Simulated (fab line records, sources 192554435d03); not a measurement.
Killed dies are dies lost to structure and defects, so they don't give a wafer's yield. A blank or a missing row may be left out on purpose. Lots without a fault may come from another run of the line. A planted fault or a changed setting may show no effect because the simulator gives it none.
Which tool did it? | flow n5_finfet | 23 lots, 69 wafers sampled, at 5 steps of a route of 1938

WHAT THE GAUGES READ, wafer by wafer
N5_BEOL_M6_CD_MEAS_18: pitch 80 nm, target cd 40 nm. Usual: cd_nm 40.0 nm, standard deviation 0.58.
lot  | measured     | on        | cd_nm (nm)     | flag
L074 | day 9 06:41  | cd_sem-03 | 39.4 39.9 40.2 |
L076 | day 9 13:46  | cd_sem-01 | 40.0 39.7 40.2 |
L077 | day 9 16:30  | cd_sem-03 | 40.4 40.6 40.7 |
L075 | day 9 16:46  | cd_sem-02 | 39.9 40.2 40.3 |
L079 | day 10 00:28 | cd_sem-02 | 39.6 40.6 39.6 |
L080 | day 10 00:44 | cd_sem-03 | 40.8 38.6 39.9 |
L078 | day 10 00:53 | cd_sem-01 | 40.6 41.4 40.5 |
L081 | day 11 02:18 | cd_sem-01 | 40.2 39.8 40.1 |
L084 | day 11 04:50 | cd_sem-01 | 40.3 39.4 39.2 |
L082 | day 11 07:57 | cd_sem-03 | 39.4 39.5 40.4 |
L086 | day 12 07:46 | cd_sem-01 | 40.1 39.3 40.9 |
L088 | day 12 11:06 | cd_sem-02 | 39.4 39.8 39.2 |
L087 | day 12 11:34 | cd_sem-02 | 39.6 40.4 39.3 |
L085 | day 12 13:39 | cd_sem-02 | 40.2 40.6 40.8 |
L090 | day 12 15:12 | cd_sem-01 | 39.8 39.3 39.3 |
L089 | day 12 22:09 | cd_sem-02 | 40.6 40.5 39.0 |
L092 | day 13 01:28 | cd_sem-03 | 40.6 40.4 40.3 |
L091 | day 13 10:09 | cd_sem-01 | 39.0 39.2 39.3 |
L095 | day 14 01:44 | cd_sem-01 | 39.9 39.4 40.0 |
L093 | day 14 01:53 | cd_sem-02 | 40.1 41.1 40.2 |
L094 | day 14 02:45 | cd_sem-03 | 40.1 40.9 40.2 |
L096 | day 14 17:08 | cd_sem-03 | 39.4 40.0 40.6 |
L097 | day 15 13:19 | cd_sem-02 | 39.1 39.4 40.0 |

WHICH TOOL RAN EACH LOT (tool, then ch and the chambers of the sampled wafers, then the start)
lot  | N5_BEOL_M6_CURE_74            | N5_BEOL_M6_PECVD_70             | N5_BEOL_M6_HM_OPEN_17             | N5_BEOL_M6_STRIP_19
L074 | uv_cure-03 ch 0, day 9 05:09  | pecvd-04 ch 0,1, day 9 05:37    | rie_metal-02 ch 0,1, day 9 06:31  | rie_diel-06 ch 1,2, day 9 06:37
L076 | uv_cure-03 ch 2, day 9 11:55  | pecvd-04 ch 0,1, day 9 12:19    | rie_metal-01 ch 0,1, day 9 13:37  | rie_diel-06 ch 0,2, day 9 13:41
L077 | uv_cure-02 ch 0, day 9 12:10  | pecvd-02 ch 0,2, day 9 14:09    | rie_metal-02 ch 0,1, day 9 16:19  | rie_diel-05 ch 0,1,3, day 9 16:26
L075 | uv_cure-03 ch 1, day 9 15:04  | pecvd-04 ch 0,1, day 9 15:38    | rie_metal-02 ch 0,1, day 9 16:35  | rie_diel-06 ch 0,2,3, day 9 16:41
L079 | uv_cure-02 ch 0, day 9 20:41  | pecvd-04 ch 0,1,2, day 9 21:43  | rie_metal-02 ch 0, day 10 00:06   | rie_diel-01 ch 0,2, day 10 00:23
L080 | uv_cure-03 ch 0, day 9 21:34  | pecvd-02 ch 0,1, day 9 21:56    | rie_metal-02 ch 0,1, day 10 00:27 | rie_diel-05 ch 1,3, day 10 00:40
L078 | uv_cure-02 ch 1, day 9 21:38  | pecvd-03 ch 1,2, day 9 22:40    | rie_metal-02 ch 0,1, day 10 00:41 | rie_diel-05 ch 0,1,3, day 10 00:49
L081 | uv_cure-01 ch 1, day 10 20:40 | pecvd-04 ch 0,2, day 10 21:13   | rie_metal-03 ch 0,1, day 11 02:07 | rie_diel-05 ch 0,1, day 11 02:14
L084 | uv_cure-01 ch 0, day 11 02:25 | pecvd-02 ch 0,1,2, day 11 02:58 | rie_metal-03 ch 0,1, day 11 04:38 | rie_diel-06 ch 0,1,3, day 11 04:46
L082 | uv_cure-03 ch 2, day 11 04:41 | pecvd-03 ch 1,2, day 11 05:10   | rie_metal-01 ch 0,1, day 11 07:42 | rie_diel-05 ch 1,3, day 11 07:53
L086 | uv_cure-02 ch 1, day 12 06:00 | pecvd-04 ch 0,1, day 12 06:23   | rie_metal-02 ch 0,1, day 12 07:37 | rie_diel-06 ch 0,1,3, day 12 07:41
L088 | uv_cure-01 ch 1, day 12 06:29 | pecvd-03 ch 0,1,2, day 12 07:22 | rie_metal-01 ch 0,1, day 12 10:40 | rie_diel-01 ch 0,1, day 12 11:02
L087 | uv_cure-03 ch 2, day 12 07:53 | pecvd-02 ch 0,1,2, day 12 08:21 | rie_metal-02 ch 0,1, day 12 11:21 | rie_diel-06 ch 0,1,3, day 12 11:29
L085 | uv_cure-03 ch 1, day 12 11:12 | pecvd-03 ch 1,2, day 12 11:35   | rie_metal-01 ch 0,1, day 12 12:55 | rie_diel-01 ch 0,1,3, day 12 13:34
L090 | uv_cure-01 ch 2, day 12 12:43 | pecvd-02 ch 0,1,2, day 12 13:16 | rie_metal-01 ch 0,1, day 12 14:38 | rie_diel-06 ch 0,1,2, day 12 15:08
L089 | uv_cure-03 ch 0, day 12 17:31 | pecvd-02 ch 0,2, day 12 18:04   | rie_metal-01 ch 0,1, day 12 21:49 | rie_diel-01 ch 1,2,3, day 12 22:05
L092 | uv_cure-02 ch 1, day 12 22:52 | pecvd-02 ch 1,2, day 12 23:20   | rie_metal-03 ch 0,1, day 13 01:17 | rie_diel-05 ch 0,2,3, day 13 01:24
L091 | uv_cure-01 ch 1, day 13 08:09 | pecvd-04 ch 0,1, day 13 08:37   | rie_metal-02 ch 1, day 13 09:56   | rie_diel-05 ch 1,3, day 13 10:04
L095 | uv_cure-02 ch 2, day 13 22:37 | pecvd-03 ch 0,1,2, day 13 22:57 | rie_metal-01 ch 0,1, day 14 01:23 | rie_diel-05 ch 0,1,3, day 14 01:39
L093 | uv_cure-01 ch 1, day 13 22:43 | pecvd-02 ch 0,1,2, day 13 23:11 | rie_metal-03 ch 1, day 14 01:38   | rie_diel-06 ch 1,2,3, day 14 01:49
L094 | uv_cure-03 ch 2, day 13 23:19 | pecvd-03 ch 0,1,2, day 13 23:43 | rie_metal-01 ch 0,1, day 14 02:28 | rie_diel-01 ch 2,3, day 14 02:40
L096 | uv_cure-02 ch 2, day 14 13:47 | pecvd-04 ch 0,1,2, day 14 14:15 | rie_metal-03 ch 0,1, day 14 16:49 | rie_diel-05 ch 0,1,2, day 14 17:04
L097 | uv_cure-01 ch 2, day 15 08:20 | pecvd-03 ch 0,2, day 15 08:53   | rie_metal-03 ch 0,1, day 15 13:08 | rie_diel-06 ch 2,3, day 15 13:14
- N5_BEOL_M6_CURE_74: cures SiCOH lowk, time 240 s.
- N5_BEOL_M6_PECVD_70: deposits SiO2 from TEOS/O2, target thk 20 nm, time 22.7 s.
- N5_BEOL_M6_HM_OPEN_17: chemistry Cl2/BCl3, target TiN, target depth 20 nm, overetch 6 nm.
- N5_BEOL_M6_STRIP_19: strips in O2.

WHAT THE TOOLS THEMSELVES READ (means of the sampled wafers that have a number; where no wafer has one, the mark that the record gives instead)
N5_BEOL_M6_CURE_74. Usual: lamp_power_pct 52.31 %, standard deviation 0.06; wafer_temp_C_max 386.8, standard deviation 0.56.
lot  | tool       | lamp_power_pct (%) | wafer_temp_C_max | flag
L074 | uv_cure-03 | 52.33              | 386.9            |
L076 | uv_cure-03 | 52.32              | 386.4            |
L077 | uv_cure-02 | 52.34              | 387.0            |
L075 | uv_cure-03 | 52.38              | 386.6            |
L079 | uv_cure-02 | 52.33              | 386.9            |
L080 | uv_cure-03 | 52.29              | 387.3            |
L078 | uv_cure-02 | 52.31              | 386.6            |
L081 | uv_cure-01 | 52.28              | 388.2            |
L084 | uv_cure-01 | 52.30              | 387.0            |
L082 | uv_cure-03 | 52.31              | 386.4            |
L086 | uv_cure-02 | 52.30              | 386.7            |
L088 | uv_cure-01 | 52.28              | 387.4            |
L087 | uv_cure-03 | 52.30              | 386.8            |
L085 | uv_cure-03 | 52.34              | 386.5            |
L090 | uv_cure-01 | 52.32              | 386.2            |
L089 | uv_cure-03 | 52.28              | 387.4            |
L092 | uv_cure-02 | 52.36              | 386.7            |
L091 | uv_cure-01 | 52.28              | 387.4            |
L095 | uv_cure-02 | 52.33              | 386.1            |
L093 | uv_cure-01 | 52.30              | 387.3            |
L094 | uv_cure-03 | 52.25              | 387.3            |
L096 | uv_cure-02 | 52.35              | 386.1            |
L097 | uv_cure-01 | 52.28              | 386.2            |

N5_BEOL_M6_PECVD_70. Usual: chamber_pressure_Torr 5.499 Torr, standard deviation 0.011; heater_power_w 693 W, standard deviation 67; rf_fwd_power_W 444.7 W, standard deviation 2; showerhead_plenum_p_Torr 8.78 Torr, standard deviation 0.052; showerhead_vpp_V 1354 V, standard deviation 94; throttle_valve_pct 22.3 %, standard deviation 1.1.
lot  | tool     | chamber_pressure_Torr (Torr) | heater_power_w (W) | rf_fwd_power_W (W) | showerhead_plenum_p_Torr (Torr) | showerhead_vpp_V (V) | throttle_valve_pct (%) | flag
L074 | pecvd-04 | 5.494                        | 719                | 445.0              | 8.75                            | 1268                 | 21.6                   |
L076 | pecvd-04 | 5.499                        | 674                | 446.2              | 8.74                            | 1254                 | 21.7                   |
L077 | pecvd-02 | 5.497                        | 706                | 444.2              | 8.78                            | 1384                 | 23.2                   |
L075 | pecvd-04 | 5.513                        | 723                | 444.8              | 8.76                            | 1262                 | 21.5                   |
L079 | pecvd-04 | 5.500                        | 647                | 446.1              | 8.75                            | 1283                 | 21.1                   |
L080 | pecvd-02 | 5.510                        | 690                | 445.9              | 8.77                            | 1424                 | 22.7                   |
L078 | pecvd-03 | 5.495                        | 761                | 444.0              | 8.82                            | 1424                 | 23.2                   |
L081 | pecvd-04 | 5.494                        | 643                | 445.6              | 8.77                            | 1322                 | 21.0                   |
L084 | pecvd-02 | 5.496                        | 692                | 443.6              | 8.78                            | 1391                 | 23.0                   |
L082 | pecvd-03 | 5.503                        | 772                | 443.6              | 8.79                            | 1360                 | 22.6                   |
L086 | pecvd-04 | 5.489                        | 641                | 445.1              | 8.76                            | 1264                 | 21.5                   |
L088 | pecvd-03 | 5.502                        | 712                | 443.5              | 8.83                            | 1396                 | 22.0                   |
L087 | pecvd-02 | 5.495                        | 710                | 444.9              | 8.78                            | 1388                 | 23.1                   |
L085 | pecvd-03 | 5.490                        | 703                | 442.5              | 8.80                            | 1423                 | 21.6                   |
L090 | pecvd-02 | 5.496                        | 645                | 444.5              | 8.77                            | 1383                 | 23.2                   |
L089 | pecvd-02 | 5.499                        | 655                | 444.0              | 8.80                            | 1335                 | 23.7                   |
L092 | pecvd-02 | 5.497                        | 670                | 445.6              | 8.76                            | 1413                 | 22.6                   |
L091 | pecvd-04 | 5.495                        | 711                | 445.8              | 8.79                            | 1218                 | 22.0                   |
L095 | pecvd-03 | 5.500                        | 725                | 444.3              | 8.81                            | 1411                 | 22.1                   |
L093 | pecvd-02 | 5.500                        | 700                | 445.1              | 8.76                            | 1387                 | 23.1                   |
L094 | pecvd-03 | 5.501                        | 701                | 442.0              | 8.81                            | 1405                 | 22.2                   |
L096 | pecvd-04 | 5.490                        | 703                | 446.2              | 8.76                            | 1300                 | 21.4                   |
L097 | pecvd-03 | 5.505                        | 708                | 444.5              | 8.83                            | 1430                 | 21.7                   |

N5_BEOL_M6_HM_OPEN_17. Usual: drypump_motor_current_A 6.1 A, standard deviation 0.34; he_backside_leak_sccm 3.4 sccm, standard deviation 0.34; oes_product_au 0.64 a.u., standard deviation 0.092; rf_fwd_power_W 993 W, standard deviation 3.2; throttle_valve_pct 22.15 %, standard deviation 0.27.
lot  | tool         | drypump_motor_current_A (A) | he_backside_leak_sccm (sccm) | oes_product_au (a.u.) | rf_fwd_power_W (W) | throttle_valve_pct (%) | flag
L074 | rie_metal-02 | 5.9                         | 3.4                          | 0.66                  | 994                | 22.27                  |
L076 | rie_metal-01 | 6.3                         | 3.5                          | 0.66                  | 994                | 21.89                  |
L077 | rie_metal-02 | 6.0                         | 3.3                          | 0.60                  | 992                | 22.37                  |
L075 | rie_metal-02 | 5.9                         | 4.2                          | 0.60                  | 990                | 22.37                  |
L079 | rie_metal-02 | 5.9                         | 3.2                          | 0.54                  | 990                | 22.47                  |
L080 | rie_metal-02 | 5.9                         | 3.4                          | 0.66                  | 993                | 22.27                  |
L078 | rie_metal-02 | 5.9                         | 3.2                          | 0.60                  | 994                | 22.37                  |
L081 | rie_metal-03 | 6.1                         | 3.5                          | 0.59                  | 996                | 22.26                  |
L084 | rie_metal-03 | 6.0                         | 3.4                          | 0.59                  | 993                | 22.25                  |
L082 | rie_metal-01 | 6.3                         | 3.3                          | 0.61                  | 995                | 22.06                  |
L086 | rie_metal-02 | 5.9                         | 3.3                          | 0.75                  | 994                | 22.15                  |
L088 | rie_metal-01 | 6.3                         | 3.2                          | 0.61                  | 993                | 22.07                  |
L087 | rie_metal-02 | 5.9                         | 3.2                          | 0.79                  | 992                | 22.12                  |
L085 | rie_metal-01 | 6.3                         | 3.2                          | 0.60                  | 993                | 22.08                  |
L090 | rie_metal-01 | 6.3                         | 3.4                          | 0.65                  | 996                | 21.91                  |
L089 | rie_metal-01 | 6.3                         | 3.4                          | 0.61                  | 991                | 22.07                  |
L092 | rie_metal-03 | 6.0                         | 3.4                          | 0.58                  | 992                | 22.27                  |
L091 | rie_metal-02 | 6.0                         | 3.5                          | 0.70                  | 991                | 22.17                  |
L095 | rie_metal-01 | 6.3                         | 3.4                          | 0.60                  | 993                | 22.08                  |
L093 | rie_metal-03 | 6.4                         | 3.5                          | 0.60                  | 995                | 22.44                  |
L094 | rie_metal-01 | 6.3                         | 4.3                          | 0.65                  | 994                | 21.91                  |
L096 | rie_metal-03 | 6.0                         | 3.5                          | 0.68                  | 994                | 22.18                  |
L097 | rie_metal-03 | 5.7                         | 3.5                          | 0.74                  | 994                | 21.93                  |

N5_BEOL_M6_STRIP_19. Usual: drypump_motor_current_A 5.8 A, standard deviation 0.58; oes_product_au 0.79 a.u., standard deviation 0.091; rf_vpp_V 3.8 V, standard deviation 0.64; showerhead_plenum_p_Torr 2.07 Torr, standard deviation 0.076; throttle_valve_pct 16.64 %, standard deviation 0.26.
lot  | tool        | drypump_motor_current_A (A) | oes_product_au (a.u.) | rf_vpp_V (V) | showerhead_plenum_p_Torr (Torr) | throttle_valve_pct (%) | flag
L074 | rie_diel-06 | 5.5                         | 0.87                  | 4.2          | 2.07                            | 16.32                  |
L076 | rie_diel-06 | 5.6                         | 0.79                  | 3.8          | 2.02                            | 16.53                  |
L077 | rie_diel-05 | 6.0                         | 0.73                  | 4.0          | 2.07                            | 16.83                  |
L075 | rie_diel-06 | 5.5                         | 0.76                  | 3.4          | 2.01                            | 16.62                  |
L079 | rie_diel-01 | 6.5                         | 0.81                  | 3.7          | 2.15                            | 16.56                  |
L080 | rie_diel-05 | 6.5                         | 0.75                  | 3.3          | 2.00                            | 16.82                  |
L078 | rie_diel-05 | 5.9                         | 0.73                  | 3.8          | 2.07                            | 16.83                  |
L081 | rie_diel-05 | 5.8                         | 0.76                  | 3.9          | 2.08                            | 16.82                  |
L084 | rie_diel-06 | 5.7                         | 0.79                  | 3.9          | 2.05                            | 16.62                  |
L082 | rie_diel-05 | 6.2                         | 0.77                  | 4.1          | 2.02                            | 16.84                  |
L086 | rie_diel-06 | 5.7                         | 0.78                  | 3.9          | 2.05                            | 16.67                  |
L088 | rie_diel-01 | 5.9                         | 0.83                  | 3.2          | 2.17                            | 16.45                  |
L087 | rie_diel-06 | 5.7                         | 0.78                  | 3.6          | 2.05                            | 16.66                  |
L085 | rie_diel-01 | 5.8                         | 0.84                  | 3.3          | 2.14                            | 16.49                  |
L090 | rie_diel-06 | 5.8                         | 0.79                  | 4.3          | 2.06                            | 16.57                  |
L089 | rie_diel-01 | 6.0                         | 0.78                  | 3.9          | 2.10                            | 16.68                  |
L092 | rie_diel-05 | 5.8                         | 0.82                  | 3.6          | 2.08                            | 16.66                  |
L091 | rie_diel-05 | 6.2                         | 0.76                  | 3.8          | 2.02                            | 16.86                  |
L095 | rie_diel-05 | 6.0                         | 0.81                  | 3.9          | 2.05                            | 16.72                  |
L093 | rie_diel-06 | 5.3                         | 0.80                  | 3.5          | 2.05                            | 16.48                  |
L094 | rie_diel-01 | 6.2                         | 0.84                  | 3.8          | 2.11                            | 16.48                  |
L096 | rie_diel-05 | 5.6                         | 0.82                  | 3.4          | 2.09                            | 16.69                  |
L097 | rie_diel-06 | 5.0                         | 0.72                  | 3.6          | 2.00                            | 16.58                  |

THE ANSWER, worked out from the rows above alone
Rule: a lot is off if the mean of its wafers that have a number lies more than 3 standard deviations from the usual mean. A lot without any number at a reading at which 4 lots or more have one is off too. The other lots that the step has rows for count as sound. The gauges are gone through in route order, then the tools' own readings, and for those a lot's mean is taken as printed above. The first step at which some lot is off is used, and at that step the reading that is off furthest; a lot without a number counts as furthest.
No lot is off at any reading shown: from this, nothing can be told.

WHAT THE SIMULATOR HAD PUT IN
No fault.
